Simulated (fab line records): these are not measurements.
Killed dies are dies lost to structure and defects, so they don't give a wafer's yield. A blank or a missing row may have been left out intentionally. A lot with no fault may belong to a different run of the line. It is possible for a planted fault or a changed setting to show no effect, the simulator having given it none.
fab line records :: flow n5-finfet :: part 2 of 2: steps 16 to 22 of 22
[record]
  lots = 5
  wafers = 15
  last-day = 20
route steps=1938 shown SDB@356 DUMMY_REMOVAL@377
lots that met no fault: from a run of the same line without faults
start-h: start of the lot's first displayed wafer, in hours after the record's first day :: wait-h: how many hours have passed since the lot's step before this one :: " identical to the entry in the row above :: L1.1+2: a single row standing in for several wafers :: - no value, or no start given :: * or withheld: withheld :: < > ~ a bound
route shown NAME@n: names a module that has steps shown in the file, with the first one's number in the route :: usual: mean and standard deviation over wafers with no fault :: same: alike in all rows :: chamber/n: place in a boat :: sites: each site's reading :: _std_site: the values' standard deviation :: _edge_site: inner sites' mean taken away from outer sites' mean :: radius-mm: for every site, how far away it sits from the centre of the wafer :: mask NAME#n: copy n :: behind: the last tool/chamber to shape the wafer :: hold: cause of the lot's hold/its duration in hours/its outcome :: device: names the non-switching transistor (n, p or np) :: end of line: the route-end tests of the same wafers :: a step without rows: its recipe alone :: killed: count of dies lost to structure and defects at first sort (not the wafer's yield) :: map: a wafer's dies, x killed, . not, _ none there
set.NAME: the setting that was run; set.NAME@STEP: the one run at that earlier step :: model.NAME: the simulator's own value behind a step, which no gauge read
a table for each step, a row for each wafer; lots at some steps of the route
services: the hour from which a tool's chamber was out of use, counted from the record's first day as start-h (under 0 if before that day), plus the number of hours and why
[[steps]]
[step N5_SDB_PRECLEAN_39]
[recipe]
  chemistry = O3/DIW
  time-s = 45
  temp-c = 22
  o3-ppm = 10
[usual]
  temp-c = 22.00/0.11
lot.wafer: L076.2
tool: wet-bench-05
chamber: 7
start-h: 83.42
wait-h: 0.0
temp-c: 22.05

lot.wafer: L076.3
tool: wet-bench-05
chamber: 0
start-h: 83.42
wait-h: 0.0
temp-c: 21.90

lot.wafer: L076.6
tool: wet-bench-05
chamber: 2
start-h: 83.42
wait-h: 0.0
temp-c: 22.16

lot.wafer: L082.1
tool: wet-bench-02
chamber: 3
start-h: 114.04
wait-h: 0.0
temp-c: 22.02

lot.wafer: L082.3
tool: wet-bench-02
chamber: 4
start-h: 114.04
wait-h: 0.0
temp-c: 22.05

lot.wafer: L082.6
tool: wet-bench-02
chamber: 7
start-h: 114.04
wait-h: 0.0
temp-c: 21.87

lot.wafer: L084.2
tool: wet-bench-02
chamber: 7
start-h: 126.60
wait-h: 0.0
temp-c: 21.97

lot.wafer: L084.3
tool: wet-bench-02
chamber: 5
start-h: 126.60
wait-h: 0.0
temp-c: 22.03

lot.wafer: L084.5
tool: wet-bench-02
chamber: 3
start-h: 126.60
wait-h: 0.0
temp-c: 22.10

lot.wafer: L091.2
tool: wet-bench-05
chamber: 4
start-h: 170.17
wait-h: 0.0
temp-c: 21.92

lot.wafer: L091.3
tool: wet-bench-05
chamber: 6
start-h: 170.17
wait-h: 0.0
temp-c: 21.89

lot.wafer: L091.6
tool: wet-bench-05
chamber: 5
start-h: 170.17
wait-h: 0.0
temp-c: 22.04

lot.wafer: L096.1
tool: wet-bench-02
chamber: 6
start-h: 202.62
wait-h: 0.0
temp-c: 21.83

lot.wafer: L096.5
tool: wet-bench-02
chamber: 7
start-h: 202.62
wait-h: 0.0
temp-c: 22.09

lot.wafer: L096.6
tool: wet-bench-02
chamber: 1
start-h: 202.62
wait-h: 0.0
temp-c: 22.02
[step N5_SDB_SRD_28]
[recipe]
  dry = ipa-marangoni
  time-s = 30
  temp-c = 23
  rinse-liquid = diw
[usual]
  temp-c = 23.01/0.099
lot.wafer: L076.2
tool: wet-bench-05
chamber: 7
start-h: 83.44
wait-h: 0.0
temp-c: 23.03

lot.wafer: L076.3
tool: wet-bench-05
chamber: 0
start-h: 83.44
wait-h: 0.0
temp-c: 22.97

lot.wafer: L076.6
tool: wet-bench-05
chamber: 2
start-h: 83.44
wait-h: 0.0
temp-c: 23.02

lot.wafer: L082.1
tool: wet-bench-02
chamber: 3
start-h: 114.05
wait-h: 0.0
temp-c: 22.95

lot.wafer: L082.3
tool: wet-bench-02
chamber: 4
start-h: 114.05
wait-h: 0.0
temp-c: 23.05

lot.wafer: L082.6
tool: wet-bench-02
chamber: 7
start-h: 114.05
wait-h: 0.0
temp-c: 22.99

lot.wafer: L084.2
tool: wet-bench-02
chamber: 7
start-h: 126.61
wait-h: 0.0
temp-c: 22.72

lot.wafer: L084.3
tool: wet-bench-02
chamber: 5
start-h: 126.61
wait-h: 0.0
temp-c: 23.00

lot.wafer: L084.5
tool: wet-bench-02
chamber: 3
start-h: 126.61
wait-h: 0.0
temp-c: 22.95

lot.wafer: L091.2
tool: wet-bench-05
chamber: 4
start-h: 170.18
wait-h: 0.0
temp-c: 22.91

lot.wafer: L091.3
tool: wet-bench-05
chamber: 6
start-h: 170.18
wait-h: 0.0
temp-c: 23.04

lot.wafer: L091.6
tool: wet-bench-05
chamber: 5
start-h: 170.18
wait-h: 0.0
temp-c: 22.94

lot.wafer: L096.1
tool: wet-bench-02
chamber: 6
start-h: 202.63
wait-h: 0.0
temp-c: 23.10

lot.wafer: L096.5
tool: wet-bench-02
chamber: 7
start-h: 202.63
wait-h: 0.0
temp-c: 22.99

lot.wafer: L096.6
tool: wet-bench-02
chamber: 1
start-h: 202.63
wait-h: 0.0
temp-c: 22.96
[step N5_SDB_ALD_29]
[recipe]
  material = SiNx
  target-thk-a = 300
  temp-c = 400
  ald-precursor-family = SiH2I2
  ald-co-reactant = N2/H2-plasma
  pulse-time-s = 1
  ald-cycles = 600
  purge-time-s = 2
  co-reactant-purge-time-s = 2
  pressure-torr = 2
[usual]
  chamber-pressure-Torr = 2.000/0.0041
  heater-power-outer-w = 525/60
  heater-power-w = 831/100
  precursor-pulse-height-rel = 1.002/0.021
lot.wafer: L076.2
tool: ald-sin-01
chamber: 1
start-h: 83.48
wait-h: 0.0
chamber-pressure-Torr: 2.002
heater-power-outer-w: 524
heater-power-w: 796
precursor-pulse-height-rel: 1.003

lot.wafer: L076.3
tool: ald-sin-01
chamber: 0
start-h: 83.48
wait-h: 0.0
chamber-pressure-Torr: 2.004
heater-power-outer-w: 473
heater-power-w: 714
precursor-pulse-height-rel: 0.974

lot.wafer: L076.6
tool: ald-sin-01
chamber: 1
start-h: 84.84
wait-h: 1.4
chamber-pressure-Torr: 2.001
heater-power-outer-w: 513
heater-power-w: 800
precursor-pulse-height-rel: 0.993

lot.wafer: L082.1
tool: ald-sin-01
chamber: 2
start-h: 114.10
wait-h: 0.0
chamber-pressure-Torr: 1.996
heater-power-outer-w: 506
heater-power-w: 763
precursor-pulse-height-rel: 0.973

lot.wafer: L082.3
tool: ald-sin-01
chamber: 3
start-h: 114.10
wait-h: 0.0
chamber-pressure-Torr: 2.001
heater-power-outer-w: 442
heater-power-w: 715
precursor-pulse-height-rel: 0.964

lot.wafer: L082.6
tool: ald-sin-01
chamber: 1
start-h: 115.45
wait-h: 1.4
chamber-pressure-Torr: 2.010
heater-power-outer-w: 528
heater-power-w: 793
precursor-pulse-height-rel: 0.959

lot.wafer: L084.2
tool: ald-sin-04
chamber: 2
start-h: 126.66
wait-h: 0.0
chamber-pressure-Torr: 2.004
heater-power-outer-w: 488
heater-power-w: 823
precursor-pulse-height-rel: 0.994

lot.wafer: L084.3
tool: ald-sin-04
chamber: 0
start-h: 126.66
wait-h: 0.0
chamber-pressure-Torr: 1.995
heater-power-outer-w: 537
heater-power-w: 938
precursor-pulse-height-rel: 1.015

lot.wafer: L084.5
tool: ald-sin-04
chamber: 0
start-h: 128.01
wait-h: 1.4
chamber-pressure-Torr: 2.000
heater-power-outer-w: 543
heater-power-w: 935
precursor-pulse-height-rel: 0.982

lot.wafer: L091.2
tool: ald-sin-01
chamber: 0
start-h: 170.23
wait-h: 0.0
chamber-pressure-Torr: 1.997
heater-power-outer-w: 466
heater-power-w: 732
precursor-pulse-height-rel: 1.003

lot.wafer: L091.3
tool: ald-sin-01
chamber: 1
start-h: 170.23
wait-h: 0.0
chamber-pressure-Torr: 1.998
heater-power-outer-w: 522
heater-power-w: 791
precursor-pulse-height-rel: 0.951

lot.wafer: L091.6
tool: ald-sin-01
chamber: 0
start-h: 171.58
wait-h: 1.4
chamber-pressure-Torr: 2.007
heater-power-outer-w: 474
heater-power-w: 721
precursor-pulse-height-rel: 1.026

lot.wafer: L096.1
tool: ald-sin-01
chamber: 1
start-h: 202.68
wait-h: 0.0
chamber-pressure-Torr: 2.001
heater-power-outer-w: 541
heater-power-w: 823
precursor-pulse-height-rel: 1.032

lot.wafer: L096.5
tool: ald-sin-01
chamber: 0
start-h: 204.03
wait-h: 1.4
chamber-pressure-Torr: 2.001
heater-power-outer-w: 471
heater-power-w: 731
precursor-pulse-height-rel: 1.012

lot.wafer: L096.6
tool: ald-sin-01
chamber: 1
start-h: 204.03
wait-h: 1.4
chamber-pressure-Torr: 1.997
heater-power-outer-w: 540
heater-power-w: 826
precursor-pulse-height-rel: 0.986
[step N5_SDB_CMP_30]
[recipe]
  stop-on = poly-Si
  t-overpolish-s = 1.54
  post-cmp-clean = alkaline-brush
  down-force-psi = 4.1491
  platen-rpm = 51.796
  pad-velocity-m-s = 1.0306
  target-thk-nm = 30
[usual]
  edge-zone-pressure-frac = 1.001/0.0053
  motor-current-A = 12.6/1.1
  overpolish-run-s = 1.539/0.009
  time-to-endpoint-s = 18/3.1
lot.wafer: L076.3
tool: cmp-03
chamber: 3
start-h: 86.22
wait-h: 1.4
edge-zone-pressure-frac: 1.003
motor-current-A: 12.6
overpolish-run-s: 1.532
time-to-endpoint-s: 18

lot.wafer: L076.2
tool: cmp-03
chamber: 1
start-h: 86.22
wait-h: 1.4
edge-zone-pressure-frac: 1.002
motor-current-A: 12.5
overpolish-run-s: 1.549
time-to-endpoint-s: 21

lot.wafer: L076.6
tool: cmp-03
chamber: 0
start-h: 86.22
wait-h: 1.4
edge-zone-pressure-frac: 0.996
motor-current-A: 13.1
overpolish-run-s: 1.528
time-to-endpoint-s: 16

lot.wafer: L082.1
tool: cmp-01
chamber: 1
start-h: 116.87
wait-h: 1.4
edge-zone-pressure-frac: 0.997
motor-current-A: 11.1
overpolish-run-s: 1.551
time-to-endpoint-s: 13

lot.wafer: L082.3
tool: cmp-01
chamber: 3
start-h: 116.87
wait-h: 1.4
edge-zone-pressure-frac: 0.995
motor-current-A: 11.8
overpolish-run-s: 1.539
time-to-endpoint-s: 20

lot.wafer: L082.6
tool: cmp-01
chamber: 0
start-h: 116.87
wait-h: 1.4
edge-zone-pressure-frac: 0.991
motor-current-A: 13.9
overpolish-run-s: 1.538
time-to-endpoint-s: 14

lot.wafer: L084.2
tool: cmp-01
chamber: 0
start-h: 129.39
wait-h: 1.4
edge-zone-pressure-frac: 0.996
motor-current-A: 14.5
overpolish-run-s: 1.530
time-to-endpoint-s: 17

lot.wafer: L084.3
tool: cmp-01
chamber: 1
start-h: 129.39
wait-h: 1.4
edge-zone-pressure-frac: 1.000
motor-current-A: 10.8
overpolish-run-s: 1.528
time-to-endpoint-s: 12

lot.wafer: L084.5
tool: cmp-01
chamber: 1
start-h: 129.39
wait-h: 1.4
edge-zone-pressure-frac: 1.000
motor-current-A: 11.3
overpolish-run-s: 1.529
time-to-endpoint-s: 14

lot.wafer: L091.3
tool: cmp-04
chamber: 1
start-h: 173.01
wait-h: 1.4
edge-zone-pressure-frac: 1.003
motor-current-A: 14.0
overpolish-run-s: 1.541
time-to-endpoint-s: 19

lot.wafer: L091.2
tool: cmp-04
chamber: 2
start-h: 173.01
wait-h: 1.4
edge-zone-pressure-frac: 0.999
motor-current-A: 11.7
overpolish-run-s: 1.533
time-to-endpoint-s: 18

lot.wafer: L091.6
tool: cmp-04
chamber: 0
start-h: 173.01
wait-h: 1.4
edge-zone-pressure-frac: 1.004
motor-current-A: 12.3
overpolish-run-s: 1.526
time-to-endpoint-s: 19

lot.wafer: L096.1
tool: cmp-01
chamber: 0
start-h: 205.59
wait-h: 1.6
edge-zone-pressure-frac: 1.012
motor-current-A: 14.8
overpolish-run-s: 1.536
time-to-endpoint-s: 16

lot.wafer: L096.6
tool: cmp-01
chamber: 1
start-h: 205.59
wait-h: 1.6
edge-zone-pressure-frac: 0.998
motor-current-A: 11.4
overpolish-run-s: 1.555
time-to-endpoint-s: 11

lot.wafer: L096.5
tool: cmp-01
chamber: 2
start-h: 205.59
wait-h: 1.6
edge-zone-pressure-frac: 0.995
motor-current-A: 12.7
overpolish-run-s: 1.529
time-to-endpoint-s: 19
[step N5_SDB_THK_MEAS_31]
[recipe]
  reads = a-Si_of_DUMMY_GATE_CVD_03
[usual]
  SDB_THK = 64.4/1.3
lot.wafer: L076.2
tool: film-metro-02
chamber: -
start-h: 86.51
wait-h: -
SDB_THK[nm]: 63.1

lot.wafer: L076.3
tool: film-metro-02
chamber: -
start-h: 86.51
wait-h: -
SDB_THK[nm]: 64.8

lot.wafer: L076.6
tool: film-metro-02
chamber: -
start-h: 86.51
wait-h: -
SDB_THK[nm]: 65.9

lot.wafer: L082.1
tool: film-metro-01
chamber: -
start-h: 117.13
wait-h: -
SDB_THK[nm]: 65.2

lot.wafer: L082.3
tool: film-metro-01
chamber: -
start-h: 117.13
wait-h: -
SDB_THK[nm]: 64.7

lot.wafer: L082.6
tool: film-metro-01
chamber: -
start-h: 117.13
wait-h: -
SDB_THK[nm]: 64.4

lot.wafer: L084.2
tool: film-metro-01
chamber: -
start-h: 129.69
wait-h: -
SDB_THK[nm]: 65.4

lot.wafer: L084.3
tool: film-metro-01
chamber: -
start-h: 129.69
wait-h: -
SDB_THK[nm]: 66.2

lot.wafer: L084.5
tool: film-metro-01
chamber: -
start-h: 129.69
wait-h: -
SDB_THK[nm]: 64.4

lot.wafer: L091.2
tool: film-metro-01
chamber: -
start-h: 173.27
wait-h: -
SDB_THK[nm]: 64.2

lot.wafer: L091.3
tool: film-metro-01
chamber: -
start-h: 173.27
wait-h: -
SDB_THK[nm]: 65.2

lot.wafer: L091.6
tool: film-metro-01
chamber: -
start-h: 173.27
wait-h: -
SDB_THK[nm]: 66.7

lot.wafer: L096.1
tool: film-metro-02
chamber: -
start-h: 205.77
wait-h: -
SDB_THK[nm]: 66.5

lot.wafer: L096.5
tool: film-metro-02
chamber: -
start-h: 205.77
wait-h: -
SDB_THK[nm]: 62.9

lot.wafer: L096.6
tool: film-metro-02
chamber: -
start-h: 205.77
wait-h: -
SDB_THK[nm]: 66.9
[step N5_SDB_INSPECT_36]
[recipe]
  inspect-instrument = darkfield
  mode = post-cmp
[usual]
  raw-defect-count = 39/18
lot.wafer: L076.2
tool: defect-inspect-02
chamber: -
start-h: 86.54
wait-h: 0.0
raw-defect-count: 20

lot.wafer: L076.3
tool: defect-inspect-02
chamber: -
start-h: 86.54
wait-h: 0.0
raw-defect-count: 43

lot.wafer: L076.6
tool: defect-inspect-02
chamber: -
start-h: 86.54
wait-h: 0.0
raw-defect-count: 40

lot.wafer: L082.1
tool: defect-inspect-01
chamber: -
start-h: 117.15
wait-h: 0.0
raw-defect-count: 49

lot.wafer: L082.3
tool: defect-inspect-01
chamber: -
start-h: 117.15
wait-h: 0.0
raw-defect-count: 46

lot.wafer: L082.6
tool: defect-inspect-01
chamber: -
start-h: 117.15
wait-h: 0.0
raw-defect-count: 43

lot.wafer: L084.2
tool: defect-inspect-01
chamber: -
start-h: 129.71
wait-h: 0.0
raw-defect-count: 15

lot.wafer: L084.3
tool: defect-inspect-01
chamber: -
start-h: 129.71
wait-h: 0.0
raw-defect-count: 8

lot.wafer: L084.5
tool: defect-inspect-01
chamber: -
start-h: 129.71
wait-h: 0.0
raw-defect-count: 14

lot.wafer: L091.2
tool: defect-inspect-02
chamber: -
start-h: 173.30
wait-h: 0.0
raw-defect-count: 37

lot.wafer: L091.3
tool: defect-inspect-02
chamber: -
start-h: 173.30
wait-h: 0.0
raw-defect-count: 54

lot.wafer: L091.6
tool: defect-inspect-02
chamber: -
start-h: 173.30
wait-h: 0.0
raw-defect-count: 21

lot.wafer: L096.1
tool: defect-inspect-02
chamber: -
start-h: 205.80
wait-h: 0.0
raw-defect-count: 29

lot.wafer: L096.5
tool: defect-inspect-02
chamber: -
start-h: 205.80
wait-h: 0.0
raw-defect-count: 16

lot.wafer: L096.6
tool: defect-inspect-02
chamber: -
start-h: 205.80
wait-h: 0.0
raw-defect-count: 31
[step N5_DUMMY_REMOVAL_HM_STRIP_01]
[recipe]
  chemistry = CH3F/O2
  material = SiNx
  target-depth-a = 40
  stop-on = poly-Si
  time-s = 6.8
  over-etch-frac = 0.3
  ion-energy-ev = 60
  power-w = 410
  bias-w = 29
  Ar_flow_sccm = 150
  CH3F_flow_sccm = 30
  O2_flow_sccm = 20
[usual]
  CH3F_flow_sccm = 30.00/0.089
  O2_flow_sccm = 20.00/0.065
  drypump-motor-current-A = 5.6/0.35
  oes-product-au = 0.65/0.06
  rf-vpp-V = 127.4/1
  showerhead-plenum-p-Torr = 2.00/0.077
  throttle-valve-pct = 16.32/0.19
lot.wafer: L076.2
tool: rie-diel-06
chamber: 0
start-h: 86.62
wait-h: 0.1
CH3F_flow_sccm: 29.94
O2_flow_sccm: 20.03
drypump-motor-current-A: 5.5
oes-product-au: 0.55
rf-hours-counter-h: 248
rf-vpp-V: 128.0
showerhead-plenum-p-Torr: 1.97
throttle-valve-pct: 16.35

lot.wafer: L076.3
tool: rie-diel-06
chamber: 1
start-h: 86.62
wait-h: 0.1
CH3F_flow_sccm: 30.07
O2_flow_sccm: 19.91
drypump-motor-current-A: 5.4
oes-product-au: 0.71
rf-hours-counter-h: 36
rf-vpp-V: 127.2
showerhead-plenum-p-Torr: 2.06
throttle-valve-pct: 16.38

lot.wafer: L076.6
tool: rie-diel-06
chamber: 2
start-h: 86.62
wait-h: 0.1
CH3F_flow_sccm: 30.06
O2_flow_sccm: 19.98
drypump-motor-current-A: 5.8
oes-product-au: 0.67
rf-hours-counter-h: -
rf-vpp-V: 125.6
showerhead-plenum-p-Torr: 1.86
throttle-valve-pct: 16.23

lot.wafer: L082.1
tool: rie-diel-02
chamber: 2
start-h: 117.35
wait-h: 0.2
CH3F_flow_sccm: 29.96
O2_flow_sccm: 20.01
drypump-motor-current-A: 5.5
oes-product-au: 0.62
rf-hours-counter-h: 159
rf-vpp-V: 126.0
showerhead-plenum-p-Torr: 2.01
throttle-valve-pct: 16.36

lot.wafer: L082.3
tool: rie-diel-02
chamber: 1
start-h: 117.35
wait-h: 0.2
CH3F_flow_sccm: 30.02
O2_flow_sccm: 19.95
drypump-motor-current-A: 5.4
oes-product-au: 0.71
rf-hours-counter-h: -
rf-vpp-V: 129.2
showerhead-plenum-p-Torr: 2.12
throttle-valve-pct: 16.03

lot.wafer: L082.6
tool: rie-diel-02
chamber: 2
start-h: 117.35
wait-h: 0.2
CH3F_flow_sccm: 29.84
O2_flow_sccm: 20.02
drypump-motor-current-A: 5.5
oes-product-au: 0.61
rf-hours-counter-h: -
rf-vpp-V: 127.4
showerhead-plenum-p-Torr: 2.01
throttle-valve-pct: 16.35

lot.wafer: L084.2
tool: rie-diel-02
chamber: 2
start-h: 129.75
wait-h: 0.0
CH3F_flow_sccm: 30.05
O2_flow_sccm: 19.98
drypump-motor-current-A: 5.5
oes-product-au: 0.61
rf-hours-counter-h: 164
rf-vpp-V: 127.8
showerhead-plenum-p-Torr: 2.00
throttle-valve-pct: 16.36

lot.wafer: L084.3
tool: rie-diel-02
chamber: 1
start-h: 129.75
wait-h: 0.0
CH3F_flow_sccm: 30.02
O2_flow_sccm: 19.99
drypump-motor-current-A: 5.4
oes-product-au: 0.70
rf-hours-counter-h: 49
rf-vpp-V: 127.3
showerhead-plenum-p-Torr: 2.12
throttle-valve-pct: 16.05

lot.wafer: L084.5
tool: rie-diel-02
chamber: 3
start-h: 129.75
wait-h: 0.0
CH3F_flow_sccm: 29.90
O2_flow_sccm: 20.09
drypump-motor-current-A: 5.6
oes-product-au: 0.61
rf-hours-counter-h: -
rf-vpp-V: 127.7
showerhead-plenum-p-Torr: 1.89
throttle-valve-pct: 16.41

lot.wafer: L091.2
tool: rie-diel-03
chamber: 0
start-h: 173.33
wait-h: 0.0
CH3F_flow_sccm: 30.15
O2_flow_sccm: 19.93
drypump-motor-current-A: 5.9
oes-product-au: 0.71
rf-hours-counter-h: 31
rf-vpp-V: 127.3
showerhead-plenum-p-Torr: 2.03
throttle-valve-pct: 16.13

lot.wafer: L091.3
tool: rie-diel-03
chamber: 1
start-h: 173.33
wait-h: 0.0
CH3F_flow_sccm: 29.96
O2_flow_sccm: 20.01
drypump-motor-current-A: 6.4
oes-product-au: 0.62
rf-hours-counter-h: 150
rf-vpp-V: 127.2
showerhead-plenum-p-Torr: 2.00
throttle-valve-pct: 16.36

lot.wafer: L091.6
tool: rie-diel-03
chamber: 0
start-h: 173.33
wait-h: 0.0
CH3F_flow_sccm: 30.18
O2_flow_sccm: 19.94
drypump-motor-current-A: 6.0
oes-product-au: 0.71
rf-hours-counter-h: -
rf-vpp-V: 128.1
showerhead-plenum-p-Torr: 2.03
throttle-valve-pct: 16.15

lot.wafer: L096.1
tool: rie-diel-06
chamber: 3
start-h: 205.84
wait-h: 0.0
CH3F_flow_sccm: 30.03
O2_flow_sccm: 20.00
drypump-motor-current-A: 5.8
oes-product-au: 0.57
rf-hours-counter-h: 202
rf-vpp-V: 126.8
showerhead-plenum-p-Torr: 1.99
throttle-valve-pct: 16.56

lot.wafer: L096.5
tool: rie-diel-06
chamber: 1
start-h: 205.84
wait-h: 0.0
CH3F_flow_sccm: 29.94
O2_flow_sccm: 20.07
drypump-motor-current-A: 5.4
oes-product-au: 0.68
rf-hours-counter-h: -
rf-vpp-V: 127.7
showerhead-plenum-p-Torr: 2.05
throttle-valve-pct: 16.44

lot.wafer: L096.6
tool: rie-diel-06
chamber: 0
start-h: 205.84
wait-h: 0.0
CH3F_flow_sccm: 30.05
O2_flow_sccm: 20.08
drypump-motor-current-A: 5.5
oes-product-au: 0.74
rf-hours-counter-h: -
rf-vpp-V: 125.8
showerhead-plenum-p-Torr: 1.96
throttle-valve-pct: 15.98
[[services]]
tool: ald-sin-04
chamber: 3
start-h: 59.00
hours: 11.1
kind: repair

tool: cmp-04
chamber: -
start-h: 59.80
hours: 5.8
kind: pm

tool: cmp-01
chamber: -
start-h: 64.88
hours: 1.9
kind: repair

tool: rie-si-06
chamber: -
start-h: 74.70
hours: 2.8
kind: pm

tool: cmp-03
chamber: -
start-h: 79.51
hours: 3.6
kind: repair

tool: cmp-01
chamber: -
start-h: 82.29
hours: 1.2
kind: repair

tool: ald-sin-04
chamber: -
start-h: 85.32
hours: 14.0
kind: pm

tool: cmp-01
chamber: -
start-h: 85.78
hours: 4.0
kind: pm

tool: plasma-asher-02
chamber: -
start-h: 102.12
hours: 0.7
kind: repair

tool: ald-sin-04
chamber: 2
start-h: 102.73
hours: 16.2
kind: repair

tool: cmp-03
chamber: -
start-h: 103.92
hours: 6.0
kind: pm

tool: rie-diel-02
chamber: 2
start-h: 105.66
hours: 4.1
kind: repair

tool: rie-diel-02
chamber: 0
start-h: 109.46
hours: 16.2
kind: repair

tool: rie-diel-02
chamber: 3
start-h: 114.40
hours: 6.5
kind: repair

tool: rie-si-02
chamber: -
start-h: 140.24
hours: 21.3
kind: repair

tool: cmp-01
chamber: -
start-h: 143.49
hours: 16.2
kind: pm

tool: plasma-asher-01
chamber: -
start-h: 149.75
hours: 0.5
kind: repair

tool: plasma-asher-02
chamber: -
start-h: 158.29
hours: 5.8
kind: repair

tool: rie-diel-02
chamber: 2
start-h: 162.48
hours: 6.6
kind: repair

tool: rie-diel-06
chamber: 3
start-h: 163.11
hours: 4.1
kind: repair

tool: rie-si-02
chamber: 0
start-h: 169.51
hours: 14.8
kind: repair

tool: rie-diel-01
chamber: 2
start-h: 171.91
hours: 16.9
kind: repair

tool: ald-sin-01
chamber: -
start-h: 176.75
hours: 14.0
kind: pm

tool: rie-diel-04
chamber: 2
start-h: 196.85
hours: 3.7
kind: repair
